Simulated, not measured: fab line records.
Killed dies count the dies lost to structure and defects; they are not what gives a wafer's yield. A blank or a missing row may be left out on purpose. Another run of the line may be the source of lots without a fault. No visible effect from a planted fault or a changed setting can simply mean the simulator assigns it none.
fab line records	flow n5Finfet	part 1 of 2: steps 1 to 17 of 25
record: lots: 5	wafers: 15	lastDay: 17
route steps=1938 shown BEOL_M0_CUTY@701 BEOL_M0@715
lots untouched by any fault: they come from a run of this same line in which no faults occurred
startH: hours from the record's first day to the start of the lot's first wafer shown	waitH: hours since the lot's step before	" identical to the entry in the row above	L1.1+2: a row that stands for several wafers	- value missing, or start not given	* or withheld: withheld	< > ~ a bound
route shown NAME@n: names a module that has steps shown in the file, with the first one's number in the route	usual: mean/standard deviation of fault-free wafers	same: alike in all rows	chamber/n: place in a boat	sites: each site's reading	_std_site: their standard deviation	_edge_site: outer sites' mean less inner sites'	radiusMm: how far each site lies from the wafer's centre	mask NAME#n: copy n	behind: the last tool/chamber to shape the wafer	hold: reason for holding the lot/hours on hold/outcome of the hold	device: transistor that didn't switch, given as n, p or np	end of line: the tests these same wafers got at the end of their route	a step given without rows: its recipe and nothing more	killed: at the first sort, the dies lost to defects and structure; wafer yield is something else	map: per-die view of a wafer (x killed, . not killed, _ where there is no die)
set.NAME: setting as actually run; set.NAME@STEP: the setting as run at that earlier step	model.NAME: the simulator's own value behind a step, which no gauge read
certain route steps with their lots: each step a table, each wafer a row
services: a tool's chamber out of use, with start hour (startH, from the record's first day; less than 0 if before it), hours out, and reason
== steps ==
step: N5_BEOL_M0_CUTY_COAT_50
recipe: resist: SiARC	tempC: 220	timeS: 60	spinRpm: 1500	resistThkNm: 15
usual: chillPlateTempC: 23.03/0.1	heaterPowerTotalW: 427.5/2
lot.wafer	tool	chamber	startH	waitH	chillPlateTempC	heaterPowerTotalW
L079.2	lithoTrack-01	0	139.09	0.0	23.04	427.9
L079.3	"	0	"	"	23.06	429.7
L079.6	"	0	"	"	23.19	427.1
L087.1	lithoTrack-04	0	194.39	0.0	22.97	429.8
L087.2	"	0	"	"	23.12	425.2
L087.6	"	0	"	"	22.80	428.0
L092.3	lithoTrack-04	0	219.00	0.0	23.16	424.2
L092.4	"	0	"	"	22.98	428.2
L092.6	"	0	"	"	23.11	427.2
L094.3	lithoTrack-05	0	226.88	0.0	22.98	429.0
L094.5	"	0	"	"	23.00	427.8
L094.6	"	0	"	"	22.96	427.8
L097.2	lithoTrack-01	0	251.19	0.0	22.92	428.2
L097.3	"	0	"	"	22.98	424.8
L097.5	"	0	"	"	22.99	427.7
step: N5_BEOL_M0_CUTY_COAT_51
recipe: resist: CAR-ArF-block	spinRpm: 1500	resistThkNm: 150
usual: chillPlateTempC: 23.01/0.1
lot.wafer	tool	chamber	startH	waitH	chillPlateTempC
L079.2	lithoTrack-01	0	-	-	22.94
L079.3	"	0	"	"	22.86
L079.6	"	0	"	"	22.88
L087.1	lithoTrack-04	0	-	-	22.91
L087.2	"	0	"	"	22.94
L087.6	"	0	"	"	22.82
L092.3	lithoTrack-04	0	-	-	22.97
L092.4	"	0	"	"	22.99
L092.6	"	0	"	"	22.89
L094.3	lithoTrack-05	0	-	-	23.07
L094.5	"	0	"	"	23.02
L094.6	"	0	"	"	23.09
L097.2	lithoTrack-01	0	-	-	23.10
L097.3	"	0	"	"	23.04
L097.5	"	0	"	"	23.13
step: N5_BEOL_M0_CUTY_EBR_52
recipe: solvent: PGMEA	ebrWidthMm: 1.5
usual: chillPlateTempC: 23.00/0.1
lot.wafer	tool	chamber	startH	waitH	chillPlateTempC
L079.2	lithoTrack-01	0	-	-	23.04
L079.3	"	0	"	"	23.10
L079.6	"	0	"	"	22.94
L087.1	lithoTrack-04	0	-	-	23.02
L087.2	"	0	"	"	23.16
L087.6	"	0	"	"	23.09
L092.3	lithoTrack-04	0	-	-	22.90
L092.4	"	0	"	"	22.87
L092.6	"	0	"	"	23.07
L094.3	lithoTrack-05	0	-	-	22.90
L094.5	"	0	"	"	22.93
L094.6	"	0	"	"	22.87
L097.2	lithoTrack-01	0	-	-	22.88
L097.3	"	0	"	"	23.10
L097.5	"	0	"	"	23.07
step: N5_BEOL_M0_CUTY_SOFTBAKE_53
recipe: tempC: 110	timeS: 60	resist: CAR-ArF-block
usual: chillPlateTempC: 22.99/0.11	heaterPowerTotalW: 175.2/1.7
lot.wafer	tool	chamber	startH	waitH	chillPlateTempC	heaterPowerTotalW
L079.2	lithoTrack-01	0	-	-	23.10	175.3
L079.3	"	0	"	"	22.99	177.5
L079.6	"	0	"	"	23.24	177.2
L087.1	lithoTrack-04	0	-	-	23.12	174.0
L087.2	"	0	"	"	23.10	177.1
L087.6	"	0	"	"	22.97	175.5
L092.3	lithoTrack-04	0	-	-	23.03	177.3
L092.4	"	0	"	"	23.16	174.4
L092.6	"	0	"	"	23.03	175.3
L094.3	lithoTrack-05	0	-	-	22.96	175.5
L094.5	"	0	"	"	23.08	175.5
L094.6	"	0	"	"	23.10	173.2
L097.2	lithoTrack-01	0	-	-	22.90	174.5
L097.3	"	0	"	"	23.13	173.5
L097.5	"	0	"	"	23.17	176.1
step: N5_BEOL_M0_CUTY_EXPOSE_54
recipe: maskId: M0_ABLK	na: 1.35	sourceShape: conventional	sigmaOuter: 0.8	polarization: unpolarized	doseMj: 36
same: na: 1.35
lot.wafer	tool	chamber	startH	waitH	mask
L079.2+3+6	arfiScanner-02	0	139.32	-	M0_ABLK#0
L087.1+2+6	arfiScanner-03	0	194.61	-	M0_ABLK#0
L092.3+4+6	arfiScanner-01	0	219.23	-	M0_ABLK#0
L094.3+5+6	arfiScanner-03	0	226.99	-	M0_ABLK#0
L097.2+3+5	arfiScanner-02	0	251.42	-	M0_ABLK#0
step: N5_BEOL_M0_CUTY_PEB_55
recipe: pebTempC: 110	pebTimeS: 60	resist: CAR-ArF-block
usual: chillPlateTempC: 23.02/0.11	heaterPowerTotalW: 175.3/1.6
lot.wafer	tool	chamber	startH	waitH	chillPlateTempC	heaterPowerTotalW
L079.2	lithoTrack-05	0	139.37	0.0	22.96	177.2
L079.3	"	0	"	"	23.09	175.9
L079.6	"	0	"	"	22.97	174.7
L087.1	lithoTrack-01	0	194.67	0.1	22.91	177.3
L087.2	"	0	"	"	22.94	174.8
L087.6	"	0	"	"	23.08	173.0
L092.3	lithoTrack-01	0	219.28	0.0	22.88	173.0
L092.4	"	0	"	"	22.92	177.4
L092.6	"	0	"	"	22.81	174.8
L094.3	lithoTrack-04	0	227.04	0.0	22.94	176.7
L094.5	"	0	"	"	22.84	177.5
L094.6	"	0	"	"	23.02	175.6
L097.2	lithoTrack-05	0	251.47	0.0	23.01	174.1
L097.3	"	0	"	"	23.01	175.0
L097.5	"	0	"	"	23.01	174.1
step: N5_BEOL_M0_CUTY_DEVELOP_56
recipe: developTimeS: 30	developer: TMAH	resist: CAR-ArF-block	rinseLiquid: diw	dry: airSpin	devTempC: 23
usual: chillPlateTempC: 23.01/0.11
same: developTimeS: 30
lot.wafer	tool	chamber	startH	waitH	chillPlateTempC
L079.2	lithoTrack-05	0	-	-	23.08
L079.3	"	0	"	"	23.11
L079.6	"	0	"	"	23.20
L087.1	lithoTrack-01	0	-	-	22.90
L087.2	"	0	"	"	22.94
L087.6	"	0	"	"	22.79
L092.3	lithoTrack-01	0	-	-	23.07
L092.4	"	0	"	"	23.05
L092.6	"	0	"	"	23.04
L094.3	lithoTrack-04	0	-	-	23.11
L094.5	"	0	"	"	23.15
L094.6	"	0	"	"	22.99
L097.2	lithoTrack-05	0	-	-	23.04
L097.3	"	0	"	"	22.99
L097.5	"	0	"	"	22.96
step: N5_BEOL_M0_CUTY_CD_MEAS_57
recipe: targetCdNm: 200	landingEnergyEv: 500	detector: seInlens	polarity: line
usual: cdNm: 199.6/1.1
lot.wafer	tool	chamber	startH	waitH	cdNm
L079.2	cdSem-02	0	139.44	-	199.8
L079.3	"	0	"	"	200.4
L079.6	"	0	"	"	199.5
L087.1	cdSem-03	0	194.74	-	201.4
L087.2	"	0	"	"	200.8
L087.6	"	0	"	"	201.2
L092.3	cdSem-02	0	219.35	-	198.5
L092.4	"	0	"	"	197.6
L092.6	"	0	"	"	198.7
L094.3	cdSem-03	0	227.10	-	199.1
L094.5	"	0	"	"	199.7
L094.6	"	0	"	"	199.1
L097.2	cdSem-03	0	251.54	-	199.1
L097.3	"	0	"	"	199.3
L097.5	"	0	"	"	198.7
step: N5_BEOL_M0_CUTY_OVL_MEAS_58
recipe: pointsPerWafer: 44
usual: M0_ABLK_OVL: 0.2/0.72
lot.wafer	tool	chamber	startH	waitH	M0_ABLK_OVL[nm]
L079.2	overlay-02	0	139.47	0.0	1.6
L079.3	"	0	"	"	0.2
L079.6	"	0	"	"	0.8
L087.1	overlay-02	0	194.77	0.0	-0.8
L087.2	"	0	"	"	0.8
L087.6	"	0	"	"	0.6
L092.3	overlay-01	0	219.37	0.0	1.0
L092.4	"	0	"	"	0.5
L092.6	"	0	"	"	0.0
L094.3	overlay-02	0	227.13	0.0	0.8
L094.5	"	0	"	"	-0.2
L094.6	"	0	"	"	-0.4
L097.2	overlay-02	0	251.57	0.0	0.5
L097.3	"	0	"	"	0.6
L097.5	"	0	"	"	0.4
step: N5_BEOL_M0_CUTY_INSPECT_59
recipe: mode: adi	inspectInstrument: macro
usual: rawDefectCount: 2.1/1.4
lot.wafer	tool	chamber	startH	waitH	rawDefectCount
L079.2	defectInspect-02	-	139.49	0.0	2
L079.3	"	-	"	"	4
L079.6	"	-	"	"	0
L087.1	defectInspect-02	-	194.79	0.0	2
L087.2	"	-	"	"	1
L087.6	"	-	"	"	4
L092.3	defectInspect-02	-	219.40	0.0	1
L092.4	"	-	"	"	2
L092.6	"	-	"	"	3
L094.3	defectInspect-02	-	227.16	0.0	0
L094.5	"	-	"	"	3
L094.6	"	-	"	"	6
L097.2	defectInspect-02	-	251.59	0.0	0
L097.3	"	-	"	"	2
L097.5	"	-	"	"	0
step: N5_BEOL_M0_CUTY_DESCUM_61
recipe: chemistry: O2	timeS: 7.9	sourcePowerW: 50	biasPowerW: 20	pressureMtorr: 20	rfFrequencyHz: 2.712e+07	tempC: 40	resist: CAR-ArF-block	o2FlowSccm: 225
usual: biasPowerW: 20.00/0.065	drypumpMotorCurrentA: 5.65/0.28	oesProductAu: 0.74/0.061	rfVppV: 243.2/1.4	showerheadPlenumPTorr: 2.10/0.07	throttleValvePct: 20.49/0.24
lot.wafer	tool	chamber	startH	waitH	biasPowerW	drypumpMotorCurrentA	oesProductAu	rfHoursCounterH	rfVppV	showerheadPlenumPTorr	throttleValvePct
L079.2	rieDiel-03	3	139.54	0.0	20.00	5.92	0.88	38	244.3	2.25	20.42
L079.3	"	1	"	"	19.93	5.29	0.72	175	245.6	2.17	20.39
L079.6	"	0	"	"	19.91	5.53	0.78	-	240.6	2.00	20.33
L087.1	rieDiel-02	1	194.83	0.0	19.98	5.88	0.71	219	244.4	2.16	20.65
L087.2	"	0	"	"	19.92	5.59	0.68	221	242.5	2.08	20.42
L087.6	"	2	"	"	19.98	5.36	0.71	-	243.9	2.05	20.25
L092.3	rieDiel-06	0	219.59	0.2	20.04	5.82	0.72	192	244.3	2.16	20.55
L092.4	"	1	"	"	19.96	5.42	0.72	220	243.1	2.08	20.84
L092.6	"	2	"	"	19.96	6.26	0.96	-	246.0	2.22	20.13
L094.3	rieDiel-03	1	227.19	0.0	20.05	5.29	0.69	209	244.4	2.15	20.44
L094.5	"	0	"	"	19.86	5.55	0.76	-	241.9	1.99	20.39
L094.6	"	2	"	"	20.02	6.13	0.70	-	243.0	2.06	20.27
L097.2	rieDiel-02	1	252.04	0.4	20.03	5.85	0.70	235	243.8	2.15	20.68
L097.3	"	0	"	"	19.97	5.59	0.67	243	242.8	2.07	20.47
L097.5	"	0	"	"	20.01	5.56	0.68	-	242.0	2.07	20.46
step: N5_BEOL_M0_CUTY_ETCH_62
recipe: chemistry: CF4	target: SiARC	maskMaterial: CAR-ArF-block	timeS: 58.5	ionEnergyEv: 80	pressureMtorr: 40	sourceW: 545	biasW: 36	Ar_flow_sccm: 100	cf4FlowSccm: 100	ends: cleared
usual: drypumpMotorCurrentA: 5.65/0.28	etchRfOnTimeS: 58.4/1.4	oesProductAu: 0.63/0.051	rfVppV: 184.0/1.2	showerheadPlenumPTorr: 2.15/0.064	throttleValvePct: 15.75/0.21
lot.wafer	tool	chamber	startH	waitH	drypumpMotorCurrentA	etchRfOnTimeS	oesProductAu	rfHoursCounterH	rfVppV	showerheadPlenumPTorr	throttleValvePct
L079.2	rieDiel-03	3	139.57	0.0	5.91	58.7	0.76	38	185.2	2.26	15.46
L079.3	"	1	"	"	5.30	55.8	0.62	175	185.4	2.21	15.63
L079.6	"	0	"	"	5.57	57.3	0.68	-	182.3	2.06	15.61
L087.1	rieDiel-02	1	194.86	0.0	5.88	58.4	0.61	219	185.7	2.21	15.91
L087.2	"	0	"	"	5.63	61.2	0.59	221	182.6	2.13	15.69
L087.6	"	2	"	"	5.40	57.1	0.62	-	182.9	2.12	15.67
L092.3	rieDiel-06	0	219.63	0.0	5.81	57.7	0.63	192	186.5	2.21	15.76
L092.4	"	1	"	"	5.43	59.6	0.62	220	184.1	2.12	15.96
L092.6	"	2	"	"	6.25	57.2	0.81	-	186.0	2.29	15.43
L094.3	rieDiel-03	1	227.22	0.0	5.29	57.0	0.60	209	184.8	2.20	15.70
L094.5	"	0	"	"	5.55	57.8	0.65	-	183.7	2.05	15.69
L094.6	"	2	"	"	6.10	59.4	0.60	-	183.3	2.12	15.64
L097.2	rieDiel-02	1	252.07	0.0	5.87	58.4	0.60	235	184.3	2.20	15.93
L097.3	"	0	"	"	5.64	61.5	0.56	243	183.7	2.12	15.72
L097.5	"	0	"	"	5.63	61.9	0.57	-	184.3	2.12	15.74
step: N5_BEOL_M0_CUTY_ETCH_63
recipe: chemistry: N2/H2	target: SOC	targetDepthA: 827	overetchA: 165	maskMaterial: SiARC	tempC: 40	ionEnergyEv: 200	timeS: 124	pressureMtorr: 30	sourceW: 840	biasW: 150	n2FlowSccm: 200	h2FlowSccm: 200
usual: drypumpMotorCurrentA: 5.66/0.29	oesProductAu: 0.60/0.047	rfVppV: 523.9/2.3	showerheadPlenumPTorr: 2.55/0.081	throttleValvePct: 17.94/0.22
lot.wafer	tool	chamber	startH	waitH	drypumpMotorCurrentA	oesProductAu	rfHoursCounterH	rfVppV	showerheadPlenumPTorr	throttleValvePct
L079.2	rieDiel-03	3	139.62	0.0	5.91	0.72	38	528.8	2.70	17.73
L079.3	"	1	"	"	5.31	0.59	175	525.8	2.64	17.85
L079.6	"	0	"	"	5.56	0.64	-	521.0	2.46	18.06
L087.1	rieDiel-02	1	194.91	0.0	5.89	0.59	219	526.4	2.62	18.16
L087.2	"	0	"	"	5.58	0.57	222	523.8	2.50	17.70
L087.6	"	2	"	"	5.38	0.58	-	522.6	2.52	17.81
L092.3	rieDiel-06	0	219.67	0.0	5.81	0.59	192	525.6	2.64	18.03
L092.4	"	1	"	"	5.47	0.59	220	522.6	2.52	18.21
L092.6	"	2	"	"	6.28	0.77	-	527.9	2.72	17.56
L094.3	rieDiel-03	1	227.27	0.0	5.29	0.56	209	525.5	2.62	17.92
L094.5	"	0	"	"	5.57	0.61	-	519.5	2.45	18.10
L094.6	"	2	"	"	6.13	0.57	-	523.8	2.50	17.86
L097.2	rieDiel-02	1	252.12	0.0	5.85	0.57	235	525.7	2.61	18.19
L097.3	"	0	"	"	5.59	0.56	243	522.8	2.49	17.71
L097.5	"	0	"	"	5.66	0.56	-	523.9	2.49	17.73
step: N5_BEOL_M0_CUTY_STRIP_64
recipe: chemistry: N2/H2	tempC: 40	n2FlowSccm: 200	h2FlowSccm: 200	rfFrequencyHz: 6e+07
lot.wafer	tool	chamber	startH	waitH
L079.2+3+6	rieDiel-03	3,1,0	139.73	0.1
L087.1+2+6	rieDiel-02	1,0,2	195.02	0.1
L092.3+4+6	rieDiel-06	0,1,2	219.79	0.1
L094.3+5+6	rieDiel-03	1,0,2	227.38	0.1
L097.2+3+5	rieDiel-02	1,0,0	252.23	0.1
step: N5_BEOL_M0_ETCH_138
recipe: chemistry: CH3F/O2	targetDepthA: 120	target: SiCN	timeS: 31.6	ionEnergyEv: 120	pressureMtorr: 30	sourceW: 395	biasW: 75	Ar_flow_sccm: 150	CH3F_flow_sccm: 30	O2_flow_sccm: 20	ends: cleared
usual: drypumpMotorCurrentA: 5.65/0.28	etchRfOnTimeS: 29.7/0.88	oesProductAu: 0.63/0.05	rfVppV: 297.3/1.6	showerheadPlenumPTorr: 2.00/0.061	throttleValvePct: 16.41/0.22
lot.wafer	tool	chamber	startH	waitH	drypumpMotorCurrentA	etchRfOnTimeS	oesProductAu	rfHoursCounterH	rfVppV	showerheadPlenumPTorr	throttleValvePct
L079.2	rieDiel-03	3	139.74	0.0	5.90	31.2	0.74	38	300.5	2.11	16.08
L079.3	"	1	"	"	5.28	28.6	0.61	175	299.5	2.06	16.30
L079.6	"	0	"	"	5.52	30.4	0.67	-	295.4	1.92	16.31
L087.1	rieDiel-02	1	195.03	0.0	5.88	30.2	0.61	219	298.4	2.05	16.55
L087.2	"	0	"	"	5.54	30.2	0.58	222	296.6	1.98	16.31
L087.6	"	2	"	"	5.39	30.4	0.60	-	295.5	1.97	16.34
L092.3	rieDiel-06	0	219.80	0.0	5.82	29.0	0.62	192	300.5	2.07	16.48
L092.4	"	1	"	"	5.47	29.3	0.62	220	297.4	1.98	16.69
L092.6	"	2	"	"	6.25	30.3	0.80	-	299.7	2.14	16.15
L094.3	rieDiel-03	1	227.39	0.0	5.30	30.7	0.58	209	297.8	2.05	16.34
L094.5	"	0	"	"	5.56	30.0	0.64	-	295.1	1.91	16.35
L094.6	"	2	"	"	6.10	31.8	0.59	-	296.7	1.97	16.26
L097.2	rieDiel-02	1	252.24	0.0	5.87	29.7	0.60	235	297.4	2.05	16.56
L097.3	"	0	"	"	5.56	30.7	0.57	243	296.4	1.97	16.35
L097.5	"	0	"	"	5.61	32.3	0.57	-	296.0	1.97	16.35
step: N5_BEOL_M0_HM_OPEN_105
recipe: chemistry: Cl2/BCl3	targetDepthA: 120	target: TiN	ionEnergyEv: 150	pressureMtorr: 10	icpW: 1000	biasW: 126	Cl2_flow_sccm: 53.25	bcl3FlowSccm: 21.75	Ar_flow_sccm: 25
usual: bcl3FlowSccm: 21.75/0.067	drypumpMotorCurrentA: 5.8/0.36	oesProductAu: 0.75/0.14	throttleValvePct: 21.9/0.3
lot.wafer	tool	chamber	startH	waitH	bcl3FlowSccm	drypumpMotorCurrentA	oesProductAu	rfHoursCounterH	throttleValvePct
L079.2	rieMetal-03	1	140.26	0.5	21.78	5.6	0.67	100	22.0
L079.3	"	0	"	"	21.75	5.6	0.68	-	21.8
L079.6	"	0	"	"	21.75	5.7	0.68	-	21.8
L087.1	rieMetal-03	1	196.63	1.6	21.71	5.6	0.66	104	22.0
L087.2	"	0	"	"	21.70	5.7	0.66	102	21.8
L087.6	"	0	"	"	21.78	5.6	0.66	-	21.8
L092.3	rieMetal-03	1	220.08	0.2	21.61	5.6	0.65	-	22.0
L092.4	"	0	"	"	21.76	5.7	0.66	-	21.9
L092.6	"	1	"	"	21.62	5.6	0.65	-	22.0
L094.3	rieMetal-02	1	229.62	2.2	21.81	5.5	0.97	-	21.8
L094.5	"	0	"	"	21.82	5.9	0.87	-	21.3
L094.6	"	1	"	"	21.84	5.6	0.96	-	21.8
L097.2	rieMetal-02	1	253.08	0.8	21.73	5.5	0.95	3	21.8
L097.3	"	1	"	"	21.83	5.5	0.95	-	21.8
L097.5	"	0	"	"	21.69	5.9	0.87	-	21.3
step: N5_BEOL_M0_STRIP_140
recipe: chemistry: CF4	resist: SiARC	powerW: 300	biasPowerW: 75	pressureMtorr: 50	cf4FlowSccm: 150	rfFrequencyHz: 6e+07
usual: biasPowerW: 75.02/0.23	drypumpMotorCurrentA: 5.6/0.3	oesProductAu: 0.74/0.062	rfVppV: 271.3/1.7	showerheadPlenumPTorr: 1.81/0.062	throttleValvePct: 13.68/0.18
lot.wafer	tool	chamber	startH	waitH	biasPowerW	drypumpMotorCurrentA	oesProductAu	rfHoursCounterH	rfVppV	showerheadPlenumPTorr	throttleValvePct
L079.2	rieDiel-02	3	140.49	0.2	75.42	5.6	0.74	195	270.6	1.78	14.05
L079.3	"	2	"	"	75.17	5.4	0.71	209	269.1	1.78	13.63
L079.6	"	3	"	"	75.24	5.6	0.73	-	271.2	1.78	14.05
L087.1	rieDiel-06	0	196.95	0.3	74.97	5.8	0.71	186	271.1	1.85	13.71
L087.2	"	2	"	"	75.03	6.3	0.97	2	273.2	1.91	13.36
L087.6	"	1	"	"	75.28	5.4	0.72	-	272.5	1.77	13.91
L092.3	rieDiel-02	3	220.20	0.1	74.81	5.5	0.71	222	270.3	1.77	14.12
L092.4	"	2	"	"	75.03	5.4	0.70	-	270.3	1.78	13.70
L092.6	"	3	"	"	74.74	5.6	0.71	-	269.6	1.77	14.12
L094.3	rieDiel-03	0	229.83	0.2	75.38	5.5	0.74	168	268.7	1.72	13.66
L094.5	"	0	"	"	75.37	5.5	0.74	-	268.1	1.72	13.69
L094.6	"	1	"	"	75.15	5.3	0.69	-	273.3	1.85	13.71
L097.2	rieDiel-06	3	253.25	0.1	75.24	5.2	0.72	193	270.5	1.71	13.47
L097.3	"	2	"	"	75.15	6.3	0.89	20	273.3	1.91	13.40
L097.5	"	0	"	"	75.14	5.8	0.70	-	273.7	1.84	13.75
